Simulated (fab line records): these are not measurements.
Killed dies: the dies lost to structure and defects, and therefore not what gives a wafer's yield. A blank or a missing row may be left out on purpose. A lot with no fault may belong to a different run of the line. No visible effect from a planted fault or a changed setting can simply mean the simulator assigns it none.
The tool behind it: which one? | flow n5_finfet | 7 lots, 20 wafers sampled, at 7 steps of a route of 1938

## WHAT THE GAUGES SHOWED, per wafer
N5_BEOL_M4_RC_MEAS_101. Usual: DIBL_N 36.6 mV/V, standard deviation 2.1; DIBL_P 36.5 mV/V, standard deviation 2.7; IOFF_N 0.17 nA/um, standard deviation 0.043; IOFF_P 0.22 nA/um, standard deviation 0.045; ION_N 674 uA/um, standard deviation 17; ION_P 461 uA/um, standard deviation 9.9; SS_N 71.7 mV/dec, standard deviation 0.79; SS_P 73.4 mV/dec, standard deviation 0.79; VT_N 249 mV, standard deviation 4; VT_P -250 mV, standard deviation 3.3.
lot  | measured     | on        | DIBL_N (mV/V)  | DIBL_P (mV/V)  | IOFF_N (nA/um) | IOFF_P (nA/um) | ION_N (uA/um) | ION_P (uA/um) | SS_N (mV/dec)  | SS_P (mV/dec)  | VT_N (mV)   | VT_P (mV)      | flag
L287 | day 9 02:56  | prober-02 | 40.5 37.7 38.3 | 39.4 35.1 37.4 | 0.23 0.17 0.20 | 0.26 0.19 0.23 | 695 676 693   | 463 454 464   | 73.2 72.8 72.4 | 74.4 73.9 73.9 | 247 250 248 | -250 -254 -248 |
L297 | day 11 10:14 | prober-01 | 34.9 35.6 36.1 | 33.3 34.0 35.9 | 0.14 0.16 0.15 | 0.17 0.19 0.21 | 683 686 680   | 465 470 467   | 71.6 71.4 71.4 | 72.3 72.0 73.3 | 252 248 251 | -248 -248 -246 |
L300 | day 12 05:59 | prober-01 | 39.8 36.4 31.1 | 41.0 36.3 30.7 | 0.22 0.14 0.09 | 0.27 0.19 0.13 | 696 658 644   | 465 452 447   | 72.8 71.2 69.8 | 74.6 72.9 72.0 | 245 255 257 | -246 -252 -255 |
L302 | day 12 11:46 | prober-02 | 37.5 36.2      | 37.3 36.1      | 0.21 0.18      | 0.22 0.20      | 678 699       | 460 469       | 71.7 71.6      | 73.9 73.4      | 244 246     | -250 -250      |
L308 | day 14 08:18 | prober-02 | 38.0 37.7 35.5 | 35.3 35.8 33.8 | 0.19 0.16 0.14 | 0.20 0.20 0.17 | 693 654 680   | 467 445 472   | 72.9 71.8 71.3 | 73.4 73.4 73.6 | 246 251 251 | -252 -252 -252 |

## EACH LOT AND THE TOOL THAT RAN IT (in order: tool; ch and the chambers of the sampled wafers; start)
lot  | N5_BEOL_M4_ETCH_63                 | N5_BEOL_M4_DESCUM_33               | N5_BEOL_M4_ETCH_69                 | N5_BEOL_M4_ALD_98                 | N5_BEOL_M4_ETCHBACK_99             | N5_BEOL_M4_VIA_ETCH_34
L287 | rie_diel-01 ch 0,2, day 8 20:28    | rie_diel-06 ch 1,2, day 8 21:29    | rie_diel-06 ch 1,2, day 8 21:32    | ald_sin-02 ch 1,2,3, day 8 21:59  | rie_diel-03 ch 0,2,3, day 8 22:35  | rie_diel-03 ch 0,2,3, day 8 22:43
L297 | rie_diel-01 ch 0,1,2, day 11 02:14 | rie_diel-01 ch 0,1,3, day 11 03:11 | rie_diel-01 ch 0,1,3, day 11 03:14 | ald_sin-03 ch 2,3, day 11 03:31   | rie_diel-01 ch 1,2, day 11 04:16   | rie_diel-01 ch 1,2, day 11 04:25
L299 | rie_diel-01 ch 0,1,3, day 11 07:19 | rie_diel-06 ch 0,2,3, day 11 08:26 | rie_diel-06 ch 0,2,3, day 11 08:29 | ald_sin-02 ch 1,3, day 11 08:46   | rie_diel-06 ch 0,1,2, day 11 08:56 | rie_diel-06 ch 0,1,2, day 11 09:05
L303 | rie_diel-06 ch 1,2, day 11 19:44   | rie_diel-01 ch 1,2, day 11 20:48   | rie_diel-01 ch 1,2, day 11 20:51   | ald_sin-03 ch 0,1,3, day 11 20:56 | rie_diel-01 ch 0,1,2, day 11 22:22 | rie_diel-01 ch 0,1,2, day 11 22:30
L300 | rie_diel-01 ch 0,2, day 11 20:20   | rie_diel-03 ch 0,1,3, day 11 21:17 | rie_diel-03 ch 0,1,3, day 11 21:20 | ald_sin-03 ch 1,2, day 11 21:25   | rie_diel-03 ch 1,2, day 12 00:23   | rie_diel-03 ch 1,2, day 12 00:31
L302 | rie_diel-01 ch 2, day 12 03:01     | rie_diel-06 ch 0,2, day 12 04:03   | rie_diel-06 ch 0,2, day 12 04:06   | ald_sin-03 ch 0,2, day 12 04:11   | rie_diel-03 ch 1,3, day 12 06:55   | rie_diel-03 ch 1,3, day 12 07:04
L308 | rie_diel-06 ch 0,1,2, day 13 23:07 | rie_diel-03 ch 0,1,3, day 13 23:56 | rie_diel-03 ch 0,1,3, day 13 23:59 | ald_sin-02 ch 0,1, day 14 00:05   | rie_diel-01 ch 0,1, day 14 03:23   | rie_diel-01 ch 0,1, day 14 03:31
- N5_BEOL_M4_ETCH_63: etches SiARC in CF4, target depth 15.6 nm, time 26 s.
- N5_BEOL_M4_DESCUM_33: chemistry O2, time 7 s.
- N5_BEOL_M4_ETCH_69: etches SiARC in CF4, target depth 15.6 nm, time 26 s.
- N5_BEOL_M4_ALD_98: deposits SiO2, target thk 2.5 nm, pulse time 1 s, co reactant pulse time 1 s.
- N5_BEOL_M4_ETCHBACK_99: etches SiO2 in CHF3, target depth 5 nm, time 10.4 s.
- N5_BEOL_M4_VIA_ETCH_34: etches the open film in C4F6/O2, target depth 69.4 nm, time 65.9 s.

## WHAT THE TOOLS THEMSELVES READ (means of the sampled wafers that have a number; where no wafer has one, the mark that the record gives instead)
N5_BEOL_M4_ETCH_63. Usual: bias_w 36.01 W, standard deviation 0.12; cf4_flow_sccm 100.0 sccm, standard deviation 0.31; drypump_motor_current_A 5.9 A, standard deviation 0.43; etch_rf_on_time_s 26.4 s, standard deviation 0.93; oes_product_au 0.65 a.u., standard deviation 0.061; rf_vpp_V 184.0 V, standard deviation 1; showerhead_plenum_p_Torr 2.15 Torr, standard deviation 0.059; throttle_valve_pct 15.69 %, standard deviation 0.18.
lot  | tool        | bias_w (W) | cf4_flow_sccm (sccm) | drypump_motor_current_A (A) | etch_rf_on_time_s (s) | oes_product_au (a.u.) | rf_vpp_V (V) | showerhead_plenum_p_Torr (Torr) | throttle_valve_pct (%) | flag
L287 | rie_diel-01 | 36.09      | 99.9                 | 6.3                         | 26.4                  | 0.72                  | 184.7        | 2.20                            | 15.67                  |
L297 | rie_diel-01 | 35.93      | 99.8                 | 6.2                         | 26.5                  | 0.66                  | 183.4        | 2.14                            | 15.69                  |
L299 | rie_diel-01 | 36.08      | 100.0                | 6.2                         | 26.7                  | 0.61                  | 183.3        | 2.12                            | 15.81                  |
L303 | rie_diel-06 | 36.11      | 100.1                | 6.1                         | 26.0                  | 0.74                  | 184.2        | 2.16                            | 15.53                  |
L300 | rie_diel-01 | 36.02      | 100.3                | 6.4                         | 26.9                  | 0.66                  | 184.5        | 2.20                            | 15.75                  |
L302 | rie_diel-01 | 35.97      | 100.0                | 6.2                         | 25.9                  | 0.73                  | 183.9        | 2.17                            | 15.69                  |
L308 | rie_diel-06 | 35.94      | 100.3                | 5.9                         | 26.2                  | 0.66                  | 184.0        | 2.18                            | 15.65                  |

N5_BEOL_M4_DESCUM_33. Usual: value, then standard deviation, for each; drypump_motor_current_A 5.9 A / 0.42; o2_flow_sccm 225.0 sccm / 0.67; oes_product_au 0.77 a.u. / 0.071; rf_vpp_V 243.2 V / 1.1; showerhead_plenum_p_Torr 2.09 Torr / 0.064; temp_c 40.00 C / 0.12; throttle_valve_pct 20.4 % / 0.34.
lot  | tool        | drypump_motor_current_A (A) | o2_flow_sccm (sccm) | oes_product_au (a.u.) | rf_vpp_V (V) | showerhead_plenum_p_Torr (Torr) | temp_c (C) | throttle_valve_pct (%) | flag
L287 | rie_diel-06 | 5.7                         | 224.3               | 0.72                  | 243.7        | 2.09                            | 39.92      | 20.4                   |
L297 | rie_diel-01 | 6.2                         | 224.7               | 0.72                  | 243.0        | 2.07                            | 40.11      | 20.6                   |
L299 | rie_diel-06 | 5.5                         | 225.4               | 0.76                  | 243.5        | 2.13                            | 40.05      | 20.4                   |
L303 | rie_diel-01 | 6.1                         | 225.1               | 0.76                  | 242.5        | 2.02                            | 39.97      | 20.4                   |
L300 | rie_diel-03 | 6.0                         | 224.9               | 0.78                  | 242.4        | 2.08                            | 40.00      | 20.5                   |
L302 | rie_diel-06 | 5.6                         | 225.3               | 0.74                  | 243.2        | 2.13                            | 39.89      | 20.4                   |
L308 | rie_diel-03 | 6.0                         | 225.1               | 0.76                  | 242.7        | 2.07                            | 40.04      | 20.6                   |

N5_BEOL_M4_ETCH_69. Usual: bias_w 36.02 W, standard deviation 0.095; cf4_flow_sccm 100.05 sccm, standard deviation 0.29; drypump_motor_current_A 5.9 A, standard deviation 0.42; etch_rf_on_time_s 26.4 s, standard deviation 0.89; oes_product_au 0.65 a.u., standard deviation 0.057; rf_vpp_V 184.0 V, standard deviation 0.94; showerhead_plenum_p_Torr 2.14 Torr, standard deviation 0.056; throttle_valve_pct 15.68 %, standard deviation 0.22.
lot  | tool        | bias_w (W) | cf4_flow_sccm (sccm) | drypump_motor_current_A (A) | etch_rf_on_time_s (s) | oes_product_au (a.u.) | rf_vpp_V (V) | showerhead_plenum_p_Torr (Torr) | throttle_valve_pct (%) | flag
L287 | rie_diel-06 | 36.03      | 99.93                | 5.7                         | 27.2                  | 0.61                  | 183.8        | 2.14                            | 15.69                  |
L297 | rie_diel-01 | 36.03      | 100.09               | 6.2                         | 26.6                  | 0.60                  | 183.0        | 2.12                            | 15.81                  |
L299 | rie_diel-06 | -          | -                    | -                           | -                     | -                     | -            | -                               | -                      | OFF
L303 | rie_diel-01 | -          | -                    | -                           | -                     | -                     | -            | -                               | -                      | OFF
L300 | rie_diel-03 | 36.09      | 100.02               | 6.0                         | 25.5                  | 0.66                  | 183.3        | 2.13                            | 15.73                  |
L302 | rie_diel-06 | 36.05      | 99.98                | 5.6                         | 26.2                  | 0.62                  | 183.7        | 2.17                            | 15.71                  |
L308 | rie_diel-03 | 36.09      | 100.11               | 6.0                         | 26.0                  | 0.64                  | 184.9        | 2.12                            | 15.75                  |

N5_BEOL_M4_ALD_98. Usual: heater_power_w 81 W, standard deviation 7.1; precursor_pulse_height_rel 1.001, standard deviation 0.02.
lot  | tool       | heater_power_w (W) | precursor_pulse_height_rel | flag
L287 | ald_sin-02 | 82                 | 0.989                      |
L297 | ald_sin-03 | 83                 | 0.991                      |
L299 | ald_sin-02 | 88                 | 1.000                      |
L303 | ald_sin-03 | 79                 | 0.996                      |
L300 | ald_sin-03 | 83                 | 1.009                      |
L302 | ald_sin-03 | 89                 | 0.998                      |
L308 | ald_sin-02 | 84                 | 1.006                      |

N5_BEOL_M4_ETCHBACK_99. Usual: value, then standard deviation, for each; bias_w 47.01 W / 0.15; drypump_motor_current_A 5.9 A / 0.42; oes_f_703_au 0.76 a.u. / 0.07; oes_product_au 0.77 a.u. / 0.072; rf_vpp_V 239 V / 6.2; showerhead_plenum_p_Torr 2.16 Torr / 0.059; throttle_valve_pct 17.14 % / 0.22.
lot  | tool        | bias_w (W) | drypump_motor_current_A (A) | oes_f_703_au (a.u.) | oes_product_au (a.u.) | rf_vpp_V (V) | showerhead_plenum_p_Torr (Torr) | throttle_valve_pct (%) | flag
L287 | rie_diel-03 | 47.04      | 5.9                         | 0.75                | 0.76                  | 236          | 2.13                            | 17.00                  |
L297 | rie_diel-01 | 47.11      | 6.1                         | 0.80                | 0.81                  | 240          | 2.15                            | 17.19                  |
L299 | rie_diel-06 | 46.97      | 5.9                         | 0.81                | 0.31                  | 236          | 2.19                            | 17.03                  | OFF
L303 | rie_diel-01 | 46.96      | 6.2                         | 0.74                | 0.29                  | 242          | 2.16                            | 17.15                  | OFF
L300 | rie_diel-03 | 46.79      | 5.4                         | 0.76                | 0.76                  | 241          | 2.15                            | 17.14                  |
L302 | rie_diel-03 | 47.05      | 5.9                         | 0.79                | 0.80                  | 240          | 2.12                            | 17.00                  |
L308 | rie_diel-01 | 46.93      | 6.3                         | 0.69                | 0.71                  | 243          | 2.16                            | 17.22                  |

N5_BEOL_M4_VIA_ETCH_34. Usual: C4F6_flow_sccm 10.00 sccm, standard deviation 0.031; O2_flow_sccm 9.995 sccm, standard deviation 0.03; bias_w 170.0 W, standard deviation 0.51; drypump_motor_current_A 5.9 A, standard deviation 0.42; oes_f_703_au 0.76 a.u., standard deviation 0.071; oes_product_au 0.76 a.u., standard deviation 0.072; rf_vpp_V 661 V, standard deviation 16; showerhead_plenum_p_Torr 2.85 Torr, standard deviation 0.074; throttle_valve_pct 30.80 %, standard deviation 0.3.
lot  | tool        | C4F6_flow_sccm (sccm) | O2_flow_sccm (sccm) | bias_w (W) | drypump_motor_current_A (A) | oes_f_703_au (a.u.) | oes_product_au (a.u.) | rf_vpp_V (V) | showerhead_plenum_p_Torr (Torr) | throttle_valve_pct (%) | flag
L287 | rie_diel-03 | 10.04                 | 9.990               | 169.9      | 5.9                         | 0.75                | 0.75                  | 656          | 2.81                            | 30.71                  |
L297 | rie_diel-01 | 9.99                  | 10.019              | 170.0      | 6.1                         | 0.79                | 0.81                  | 666          | 2.84                            | 30.89                  |
L299 | rie_diel-06 | 10.01                 | 9.994               | 170.2      | 5.9                         | 0.80                | 0.31                  | 653          | 2.90                            | 30.57                  | OFF
L303 | rie_diel-01 | 10.01                 | 9.967               | 169.7      | 6.2                         | 0.74                | 0.28                  | 668          | 2.85                            | 30.75                  | OFF
L300 | rie_diel-03 | 9.97                  | 9.998               | 170.1      | 5.4                         | 0.76                | 0.75                  | 664          | 2.85                            | 30.73                  |
L302 | rie_diel-03 | 10.00                 | 9.992               | 170.4      | 5.8                         | 0.78                | 0.80                  | 660          | 2.81                            | 30.59                  |
L308 | rie_diel-01 | 9.96                  | 9.989               | 169.7      | 6.3                         | 0.68                | 0.71                  | 670          | 2.85                            | 30.84                  |

## THE ANSWER, worked out from the rows above alone
Rule: a lot is off if the mean of its wafers that have a number lies more than 3 standard deviations from the usual mean. Also off: a lot with no number at a reading for which 4 or more lots have one. Any other lot the step has rows for is counted as sound. After the gauges, taken in route order, come the tools' own readings; for these a lot's mean is taken, as printed above. At the first step where some lot is off, the reading lying furthest off is the one used; lots without a number count as furthest.
Off: L299, L303, at N5_BEOL_M4_ETCH_69 (bias_w). Without a number there: L299, L303.
If a tool, at that step or one of the process steps before it, ran each lot that is off and ran no sound lot following the first of them, it fits. None of those tried fits.

## WHAT THE SIMULATOR PUT IN
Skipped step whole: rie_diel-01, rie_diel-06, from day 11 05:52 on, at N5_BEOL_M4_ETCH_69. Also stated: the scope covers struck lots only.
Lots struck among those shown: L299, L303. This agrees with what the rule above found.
